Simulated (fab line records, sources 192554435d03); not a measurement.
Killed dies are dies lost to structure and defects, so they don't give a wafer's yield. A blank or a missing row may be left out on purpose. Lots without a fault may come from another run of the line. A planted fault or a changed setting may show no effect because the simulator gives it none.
Chamber matching | flow n5_finfet | N5_FIN_SAQP_SPACER1_ETCHBACK_25 on rie_diel-04: 4 sister chambers
The step etches SiO2 in CHF3/O2, target depth 24.4 nm, time 12.2 s. 14 wafers are shown with their chamber, then 7 later ones without.

WAFERS WITH THEIR CHAMBER
wafer  | chamber | showerhead_plenum_p_Torr (Torr) | drypump_motor_current_A (A) | throttle_valve_pct (%)
L732.1 | 3       | 2.48                            | 5.6                         | 19.10
L732.2 | 2       | 2.43                            | 5.5                         | 19.14
L732.4 | 0       | 2.48                            | 6.2                         | 18.97
L733.2 | 3       | 2.48                            | 5.5                         | 19.09
L733.5 | 3       | 2.48                            | 5.5                         | 19.12
L733.6 | 2       | 2.42                            | 5.6                         | 19.14
L736.1 | 0       | 2.48                            | 6.2                         | 18.98
L736.3 | 3       | 2.48                            | 5.5                         | 19.10
L736.5 | 0       | 2.48                            | 6.2                         | 18.99
L737.2 | 3       | 2.48                            | 5.5                         | 19.10
L737.5 | 0       | 2.48                            | 6.2                         | 18.98
L737.6 | 2       | 2.42                            | 5.5                         | 19.17
L738.2 | 1       | 2.38                            | 6.2                         | 19.05
L738.3 | 0       | 2.48                            | 6.2                         | 18.99

SIGNATURES (means of the wafers above)
reading                  | chamber 0 | chamber 1 | chamber 2 | chamber 3 | scatter within a chamber
showerhead_plenum_p_Torr | 2.4800    | 2.3800    | 2.4233    | 2.4800    | 0.00258
drypump_motor_current_A  | 6.200     | 6.200     | 5.533     | 5.520     | 0.0383
throttle_valve_pct       | 18.9820   | 19.0500   | 19.1500   | 19.1020   | 0.0117
Rule: a wafer's distance from a chamber is the root of the sum, over the readings, of the square of ((its reading less the chamber's mean) divided by the reading's scatter). The wafer belongs to the nearest chamber; if the next one is less than 2 further off, it can't be placed. The scatter: the root of (the sum of the squares of (reading less its chamber's mean) over the shown wafers, divided by (wafers less chambers)).

WAFERS WITHOUT THEIR CHAMBER
wafer  | showerhead_plenum_p_Torr (Torr) | drypump_motor_current_A (A) | throttle_valve_pct (%)
L738.5 | 2.48                            | 5.5                         | 19.11
L752.2 | 2.37                            | 6.3                         | 19.12
L752.3 | 2.47                            | 5.5                         | 18.76
L752.6 | 2.37                            | 6.2                         | 19.12
L753.1 | 2.47                            | 5.5                         | 18.74
L753.2 | 2.37                            | 6.2                         | 19.11
L753.5 | 2.47                            | 5.5                         | 18.77

WHICH CHAMBER EACH WENT THROUGH
wafer  | from the rows above | in truth
L738.5 | 3                   | 3
L752.2 | 1                   | 1
L752.3 | 0                   | 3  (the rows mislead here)
L752.6 | 1                   | 1
L753.1 | 0                   | 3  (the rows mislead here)
L753.2 | 1                   | 1
L753.5 | 0                   | 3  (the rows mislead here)
Placed correctly: 4 of 7. Can't be placed from these rows: 0. Placed wrongly: 3.
